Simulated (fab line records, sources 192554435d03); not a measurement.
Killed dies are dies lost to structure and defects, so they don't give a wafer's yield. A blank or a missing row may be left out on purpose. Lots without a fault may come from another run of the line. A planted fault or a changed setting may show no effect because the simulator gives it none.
Which tool did it? | flow n5_finfet | 24 lots, 72 wafers sampled, at 6 steps of a route of 1938

WHAT THE GAUGES READ, wafer by wafer
N5_BEOL_M12_INSPECT_30: inspects for defects (macro). Usual: raw_defect_count 2.0, standard deviation 1.5.
lot  | measured     | on                | raw_defect_count | flag
L075 | day 11 00:31 | defect_inspect-02 | 0 0 3            |
L076 | day 11 08:23 | defect_inspect-01 | 1 2 0            |
L074 | day 11 09:30 | defect_inspect-01 | 0 3 1            |
L077 | day 11 15:30 | defect_inspect-02 | 1 3 0            |
L079 | day 12 15:16 | defect_inspect-01 | 3 1 3            |
L078 | day 12 17:43 | defect_inspect-01 | 2 3 0            |
L082 | day 12 22:05 | defect_inspect-02 | 3 0 2            |
L080 | day 12 22:44 | defect_inspect-02 | 2 5 1            |
L081 | day 13 00:07 | defect_inspect-02 | 1 3 0            |
L083 | day 13 10:36 | defect_inspect-02 | 1 2 1            |
L085 | day 13 10:55 | defect_inspect-01 | 3 1 4            |
L084 | day 13 11:53 | defect_inspect-01 | 2 3 0            |
L087 | day 14 07:24 | defect_inspect-02 | 0 8 2            |
L086 | day 14 08:19 | defect_inspect-02 | 2 0 3            |
L088 | day 14 11:35 | defect_inspect-02 | 3 0 3            |
L089 | day 14 17:35 | defect_inspect-01 | 2 3 6            |
L090 | day 15 02:26 | defect_inspect-01 | 2 3 4            |
L091 | day 15 03:01 | defect_inspect-01 | 1 1 3            |
L092 | day 15 09:30 | defect_inspect-01 | 1 0 3            |
L095 | day 15 22:38 | defect_inspect-01 | 1 1 1            |
L093 | day 16 07:18 | defect_inspect-02 | 1 1 2            |
L096 | day 16 15:08 | defect_inspect-01 | 0 1 1            |
L094 | day 16 15:26 | defect_inspect-01 | 2 1 0            |
L097 | day 17 00:26 | defect_inspect-02 | 1 1 4            |

N5_BEOL_M12_OCD_MEAS_35. Usual: trench_depth_nm 320 nm, standard deviation 3.8.
lot  | measured     | on     | trench_depth_nm (nm) | flag
L075 | day 11 01:04 | ocd-01 | 318 317 316          |
L076 | day 11 08:56 | ocd-02 | 329 327 323          |
L074 | day 11 10:10 | ocd-01 | 317 323 317          |
L077 | day 11 16:03 | ocd-02 | 327 316 318          |
L079 | day 12 15:50 | ocd-02 | 321 314 318          |
L078 | day 12 18:27 | ocd-01 | 322 314 317          |
L082 | day 12 22:38 | ocd-01 | 317 318 313          |
L080 | day 12 23:17 | ocd-02 | 323 322 315          |
L081 | day 13 00:44 | ocd-01 | 319 322 316          |
L083 | day 13 11:22 | ocd-02 | 313 317 319          |
L085 | day 13 11:29 | ocd-01 | 324 320 316          |
L084 | day 13 12:37 | ocd-02 | 318 320 319          |
L087 | day 14 07:57 | ocd-01 | 324 320 319          |
L086 | day 14 08:53 | ocd-02 | 314 318 316          |
L088 | day 14 12:08 | ocd-01 | 322 321 322          |
L089 | day 14 18:08 | ocd-02 | 317 315 321          |
L090 | day 15 03:05 | ocd-01 | 320 327 315          |
L091 | day 15 03:34 | ocd-02 | 320 319 315          |
L092 | day 15 10:03 | ocd-01 | 317 325 322          |
L095 | day 15 23:11 | ocd-02 | 315 323 320          |
L093 | day 16 07:52 | ocd-01 | 316 327 329          |
L096 | day 16 15:42 | ocd-02 | 320 322 324          |
L094 | day 16 15:59 | ocd-01 | 319 322 320          |
L097 | day 17 00:59 | ocd-02 | 315 312 318          |

N5_BEOL_M13_THK_MEAS_01. Usual: M13_ILD_THK 839 nm, standard deviation 12.
lot  | measured     | on            | M13_ILD_THK (nm) | flag
L075 | day 11 04:34 | film_metro-02 | 832 850 838      |
L076 | day 11 11:09 | film_metro-02 | 838 843 845      |
L074 | day 11 13:34 | film_metro-01 | 847 842 844      |
L077 | day 11 19:17 | film_metro-01 | 818 843 828      |
L079 | day 12 20:37 | film_metro-01 | 813 841 841      |
L078 | day 12 21:53 | film_metro-01 | 846 855 857      |
L082 | day 13 02:06 | film_metro-01 | 845 832 838      |
L080 | day 13 03:38 | film_metro-02 | 835 826 845      |
L081 | day 13 03:11 | film_metro-01 | 863 841 861      |
L083 | day 13 13:46 | film_metro-01 | 828 826 847      |
L085 | day 13 15:52 | film_metro-02 | 824 818 832      |
L084 | day 13 22:51 | film_metro-01 | 814 830 840      |
L087 | day 14 14:25 | film_metro-01 | 836 823 834      |
L086 | day 14 11:31 | film_metro-02 | 818 838 837      |
L088 | day 14 14:25 | film_metro-01 | 833 836 837      |
L089 | day 14 23:19 | film_metro-01 | 835 834 831      |
L090 | day 15 07:09 | film_metro-01 | 825 836 839      |
L091 | day 15 07:59 | film_metro-01 | 834 826 849      |
L092 | day 15 13:20 | film_metro-01 | 836 841 828      |
L095 | day 16 02:42 | film_metro-01 | 847 845 868      |
L093 | day 16 11:24 | film_metro-01 | 842 837 856      |
L096 | day 16 19:02 | film_metro-02 | 831 825 841      |
L094 | day 16 19:11 | film_metro-02 | 832 851 857      |
L097 | day 17 06:07 | film_metro-02 | 840 854 847      |

N5_BEOL_M15_THK_MEAS_50: measures by xrf. Usual: M15_THK 867 nm, standard deviation 18.
lot  | measured     | on            | M15_THK (nm) | flag
L075 | day 12 02:11 | film_metro-01 | 884 892 862  |
L076 | day 12 03:56 | film_metro-01 | 838 875 851  |
L074 | day 12 10:56 | film_metro-01 | 829 850 861  |
L077 | day 12 16:37 | film_metro-01 | 889 874 871  |
L079 | day 13 14:55 | film_metro-01 | 895 842 890  |
L078 | day 13 15:11 | film_metro-01 | 884 850 885  |
L082 | day 13 15:52 | film_metro-02 | 862 849 858  |
L080 | day 14 01:56 | film_metro-01 | 882 833 880  |
L081 | day 13 22:58 | film_metro-02 | 853 861 862  |
L083 | day 14 05:04 | film_metro-01 | 867 865 855  |
L085 | day 14 09:17 | film_metro-01 | 871 874 857  |
L084 | day 14 14:41 | film_metro-01 | 887 865 841  |
L087 | day 15 14:25 | film_metro-01 | 892 852 860  |
L086 | day 15 03:52 | film_metro-01 | 852 887 851  |
L088 | day 15 17:26 | film_metro-02 | 871 874 871  |
L089 | day 15 17:59 | film_metro-02 | 858 897 865  |
L090 | day 16 01:55 | film_metro-02 | 876 848 855  |
L091 | day 16 03:00 | film_metro-02 | 923 878 899  |
L092 | day 16 10:32 | film_metro-02 | 872 879 890  |
L095 | day 16 23:47 | film_metro-01 | 853 849 851  |
L093 | day 17 07:13 | film_metro-02 | 876 844 836  |
L096 | day 17 12:47 | film_metro-01 | 889 867 867  |
L094 | day 17 11:46 | film_metro-01 | 854 851 845  |
L097 | day 18 03:08 | film_metro-01 | 885 883 881  |

WHICH TOOL RAN EACH LOT (tool, then ch and the chambers of the sampled wafers, then the start)
lot  | N5_BEOL_M12_DESCUM_33              | N5_BEOL_M12_ETCH_68
L075 | rie_diel-01 ch 0,2, day 11 00:33   | rie_diel-01 ch 0,2, day 11 00:44
L076 | rie_diel-02 ch 0,1,3, day 11 08:25 | rie_diel-02 ch 0,1,3, day 11 08:36
L074 | rie_diel-01 ch 0,2,3, day 11 09:38 | rie_diel-01 ch 0,2,3, day 11 09:49
L077 | rie_diel-02 ch 0,2,3, day 11 15:32 | rie_diel-02 ch 0,2,3, day 11 15:43
L079 | rie_diel-04 ch 0,2, day 12 15:19   | rie_diel-04 ch 0,2, day 12 15:29
L078 | rie_diel-04 ch 0,2,3, day 12 17:56 | rie_diel-04 ch 0,2,3, day 12 18:07
L082 | rie_diel-04 ch 0,2, day 12 22:07   | rie_diel-04 ch 0,2, day 12 22:18
L080 | rie_diel-01 ch 1,2,3, day 12 22:46 | rie_diel-01 ch 1,2,3, day 12 22:57
L081 | rie_diel-02 ch 0,1,3, day 13 00:13 | rie_diel-02 ch 0,1,3, day 13 00:25
L083 | rie_diel-04 ch 0,1,3, day 13 10:51 | rie_diel-04 ch 0,1,3, day 13 11:02
L085 | rie_diel-02 ch 0,2,3, day 13 10:58 | rie_diel-02 ch 0,2,3, day 13 11:09
L084 | rie_diel-04 ch 1,2,3, day 13 12:05 | rie_diel-04 ch 1,2,3, day 13 12:16
L087 | rie_diel-01 ch 0,3, day 14 07:26   | rie_diel-01 ch 0,3, day 14 07:37
L086 | rie_diel-01 ch 0,2, day 14 08:22   | rie_diel-01 ch 0,2, day 14 08:32
L088 | rie_diel-02 ch 0,3, day 14 11:37   | rie_diel-02 ch 0,3, day 14 11:48
L089 | rie_diel-01 ch 0,1,2, day 14 17:38 | rie_diel-01 ch 0,1,2, day 14 17:49
L090 | rie_diel-04 ch 0,1,2, day 15 02:34 | rie_diel-04 ch 0,1,2, day 15 02:46
L091 | rie_diel-02 ch 1,2,3, day 15 03:03 | rie_diel-02 ch 1,2,3, day 15 03:14
L092 | rie_diel-04 ch 0,1,2, day 15 09:32 | rie_diel-04 ch 0,1,2, day 15 09:43
L095 | rie_diel-02 ch 2,3, day 15 22:40   | rie_diel-02 ch 2,3, day 15 22:50
L093 | rie_diel-04 ch 0,3, day 16 07:20   | rie_diel-04 ch 0,3, day 16 07:31
L096 | rie_diel-01 ch 0,1,3, day 16 15:11 | rie_diel-01 ch 0,1,3, day 16 15:22
L094 | rie_diel-04 ch 1,3, day 16 15:28   | rie_diel-04 ch 1,3, day 16 15:39
L097 | rie_diel-02 ch 1,2, day 17 00:28   | rie_diel-02 ch 1,2, day 17 00:39
- N5_BEOL_M12_DESCUM_33: chemistry O2, time 7.9 s.
- N5_BEOL_M12_ETCH_68: etches SOC in N2/H2, time 285 s.

WHAT THE TOOLS THEMSELVES READ (means of the sampled wafers that have a number; where no wafer has one, the mark that the record gives instead)
N5_BEOL_M12_DESCUM_33. Usual: drypump_motor_current_A 5.8 A, standard deviation 0.56; oes_product_au 0.78 a.u., standard deviation 0.083; rf_vpp_V 242.8 V, standard deviation 1.3; showerhead_plenum_p_Torr 2.08 Torr, standard deviation 0.067; throttle_valve_pct 20.52 %, standard deviation 0.24.
lot  | tool        | drypump_motor_current_A (A) | oes_product_au (a.u.) | rf_vpp_V (V) | showerhead_plenum_p_Torr (Torr) | throttle_valve_pct (%) | flag
L075 | rie_diel-01 | 5.2                         | 0.80                  | 242.4        | 2.06                            | 20.46                  |
L076 | rie_diel-02 | 5.8                         | 0.79                  | 243.8        | 2.09                            | 20.64                  |
L074 | rie_diel-01 | 5.6                         | 0.81                  | 243.2        | 2.09                            | 20.30                  |
L077 | rie_diel-02 | 5.5                         | 0.78                  | 244.1        | 2.12                            | 20.58                  |
L079 | rie_diel-04 | 6.3                         | 0.77                  | 242.1        | 2.01                            | 20.37                  |
L078 | rie_diel-04 | 6.1                         | 0.75                  | 241.8        | 2.00                            | 20.57                  |
L082 | rie_diel-04 | 6.6                         | 0.73                  | 241.1        | 1.99                            | 20.63                  |
L080 | rie_diel-01 | 5.6                         | 0.78                  | 243.1        | 2.09                            | 20.31                  |
L081 | rie_diel-02 | 5.7                         | 0.76                  | 243.5        | 2.09                            | 20.65                  |
L083 | rie_diel-04 | 6.1                         | 0.79                  | 241.5        | 2.02                            | 20.73                  |
L085 | rie_diel-02 | 5.5                         | 0.77                  | 243.7        | 2.12                            | 20.59                  |
L084 | rie_diel-04 | 5.8                         | 0.85                  | 241.9        | 2.03                            | 20.49                  |
L087 | rie_diel-01 | 5.6                         | 0.80                  | 243.1        | 2.11                            | 20.31                  |
L086 | rie_diel-01 | 5.3                         | 0.79                  | 242.7        | 2.08                            | 20.49                  |
L088 | rie_diel-02 | 5.4                         | 0.82                  | 243.8        | 2.11                            | 20.61                  |
L089 | rie_diel-01 | 5.3                         | 0.77                  | 242.6        | 2.09                            | 20.50                  |
L090 | rie_diel-04 | 6.3                         | 0.91                  | 241.9        | 2.11                            | 20.45                  |
L091 | rie_diel-02 | 5.8                         | 0.70                  | 243.4        | 2.08                            | 20.69                  |
L092 | rie_diel-04 | 6.3                         | 0.90                  | 242.9        | 2.11                            | 20.47                  |
L095 | rie_diel-02 | 5.3                         | 0.69                  | 242.8        | 2.08                            | 20.72                  |
L093 | rie_diel-04 | 6.3                         | 0.87                  | 243.8        | 2.15                            | 20.61                  |
L096 | rie_diel-01 | 5.7                         | 0.76                  | 243.3        | 2.10                            | 20.35                  |
L094 | rie_diel-04 | 5.6                         | 0.77                  | 242.0        | 2.01                            | 20.72                  |
L097 | rie_diel-02 | 6.1                         | 0.69                  | 243.1        | 2.11                            | 20.62                  |

N5_BEOL_M12_ETCH_68. Usual: drypump_motor_current_A 5.8 A, standard deviation 0.56; h2_flow_sccm 200.0 sccm, standard deviation 0.57; oes_product_au 0.78 a.u., standard deviation 0.083; rf_vpp_V 523.2 V, standard deviation 2.5; showerhead_plenum_p_Torr 2.52 Torr, standard deviation 0.078; throttle_valve_pct 17.85 %, standard deviation 0.27.
lot  | tool        | drypump_motor_current_A (A) | h2_flow_sccm (sccm) | oes_product_au (a.u.) | rf_vpp_V (V) | showerhead_plenum_p_Torr (Torr) | throttle_valve_pct (%) | flag
L075 | rie_diel-01 | 5.2                         | 200.5               | 0.80                  | 522.7        | 2.49                            | 17.67                  |
L076 | rie_diel-02 | 5.7                         | 200.2               | 0.78                  | 523.7        | 2.55                            | 18.07                  |
L074 | rie_diel-01 | 5.6                         | 199.9               | 0.80                  | 524.1        | 2.53                            | 17.56                  |
L077 | rie_diel-02 | 5.5                         | 199.5               | 0.79                  | 524.7        | 2.58                            | 17.94                  |
L079 | rie_diel-04 | 6.3                         | 199.7               | 0.77                  | 520.8        | 2.44                            | 17.71                  |
L078 | rie_diel-04 | 6.1                         | 200.6               | 0.75                  | 520.8        | 2.42                            | 17.91                  |
L082 | rie_diel-04 | 6.6                         | 199.4               | 0.73                  | 520.4        | 2.41                            | 17.91                  |
L080 | rie_diel-01 | 5.6                         | 200.4               | 0.77                  | 522.8        | 2.53                            | 17.62                  |
L081 | rie_diel-02 | 5.7                         | 199.9               | 0.77                  | 523.1        | 2.55                            | 18.11                  |
L083 | rie_diel-04 | 6.0                         | 200.2               | 0.80                  | 520.6        | 2.43                            | 18.03                  |
L085 | rie_diel-02 | 5.5                         | 199.6               | 0.77                  | 524.9        | 2.58                            | 17.97                  |
L084 | rie_diel-04 | 5.8                         | 199.7               | 0.84                  | 520.8        | 2.46                            | 17.84                  |
L087 | rie_diel-01 | 5.6                         | 200.7               | 0.80                  | 525.1        | 2.55                            | 17.52                  |
L086 | rie_diel-01 | 5.3                         | 199.9               | 0.79                  | 522.4        | 2.51                            | 17.63                  |
L088 | rie_diel-02 | 5.4                         | 199.6               | 0.81                  | 524.5        | 2.57                            | 17.98                  |
L089 | rie_diel-01 | 5.3                         | 200.0               | 0.78                  | 523.6        | 2.52                            | 17.67                  |
L090 | rie_diel-04 | 6.4                         | 199.8               | 0.90                  | 524.4        | 2.55                            | 17.72                  |
L091 | rie_diel-02 | 5.8                         | 200.4               | 0.69                  | 524.2        | 2.54                            | 18.14                  |
L092 | rie_diel-04 | 6.3                         | 199.7               | 0.90                  | 524.2        | 2.55                            | 17.73                  |
L095 | rie_diel-02 | 5.3                         | 199.5               | 0.69                  | 523.7        | 2.54                            | 18.20                  |
L093 | rie_diel-04 | 6.3                         | 200.5               | 0.87                  | 525.8        | 2.60                            | 17.85                  |
L096 | rie_diel-01 | 5.6                         | 199.8               | 0.77                  | 524.5        | 2.55                            | 17.59                  |
L094 | rie_diel-04 | 5.5                         | 199.5               | 0.77                  | 520.6        | 2.44                            | 18.08                  |
L097 | rie_diel-02 | 6.1                         | 199.9               | 0.69                  | 524.6        | 2.57                            | 17.98                  |

THE ANSWER, worked out from the rows above alone
Rule: a lot is off if the mean of its wafers that have a number lies more than 3 standard deviations from the usual mean. A lot without any number at a reading at which 4 lots or more have one is off too. The other lots that the step has rows for count as sound. The gauges are gone through in route order, then the tools' own readings, and for those a lot's mean is taken as printed above. The first step at which some lot is off is used, and at that step the reading that is off furthest; a lot without a number counts as furthest.
No lot is off at any reading shown: from this, nothing can be told.

WHAT THE SIMULATOR HAD PUT IN
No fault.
